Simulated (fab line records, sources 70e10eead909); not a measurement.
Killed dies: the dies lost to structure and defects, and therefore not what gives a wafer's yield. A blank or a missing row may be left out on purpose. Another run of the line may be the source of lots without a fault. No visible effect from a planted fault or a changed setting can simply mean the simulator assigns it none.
Chamber matching + flow nand_harc + 4 sister chambers for NHARC_A_SLIT_ETCH_29 on rie_diel-10
The step etches the open film in CF4/O2, target depth 100 nm, overetch 10 nm, time 55 s. 4 wafers are shown with their chamber, then 8 later ones without.

## WAFERS WITH THEIR CHAMBER
| wafer  | chamber | rf_vpp_V (V) |
|--------|---------|--------------|
| L136.6 | 1       | 198.9        |
| L139.1 | 2       | 197.7        |
| L139.2 | 0       | 198.7        |
| L143.1 | 3       | 197.9        |

## WAFERS MISSING THEIR CHAMBER
| wafer  | rf_vpp_V (V) |
|--------|--------------|
| L143.3 | 198.4        |
| L143.6 | 199.5        |
| L147.2 | 197.2        |
| L147.4 | 198.3        |
| L147.5 | 196.9        |
| L151.3 | 200.9        |
| L151.4 | 198.2        |
| L151.5 | 198.1        |

## WHICH CHAMBER EACH ONE RAN IN
| wafer  | from the rows above               | in truth |
|--------|-----------------------------------|----------|
| L143.3 | can't be placed: 0 or 1 or 3 or 2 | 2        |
| L143.6 | can't be placed: 1 or 0 or 3 or 2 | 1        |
| L147.2 | can't be placed: 2 or 3 or 0 or 1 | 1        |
| L147.4 | can't be placed: 0 or 3 or 1 or 2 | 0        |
| L147.5 | can't be placed: 2 or 3 or 0 or 1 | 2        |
| L151.3 | can't be placed: 1 or 0 or 3 or 2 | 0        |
| L151.4 | can't be placed: 3 or 0 or 2 or 1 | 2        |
| L151.5 | can't be placed: 3 or 2 or 0 or 1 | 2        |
0 of 8 placed correctly. Can't be placed from these rows: 8 (the true chamber is among the candidates in 8). Wrongly placed: 0.
How it was worked out, from the rows above alone: a wafer's distance from a chamber is the root of the sum, over the readings, of the square of ((its reading less the chamber's mean) divided by the reading's scatter). The wafer belongs to the nearest chamber; if the next one is less than 2 further off, it can't be placed. Each chamber's mean is taken over the wafers shown for it. The scatter: root of mean squared gap, hidden wafer to nearest shown wafer, with one shown wafer a chamber.
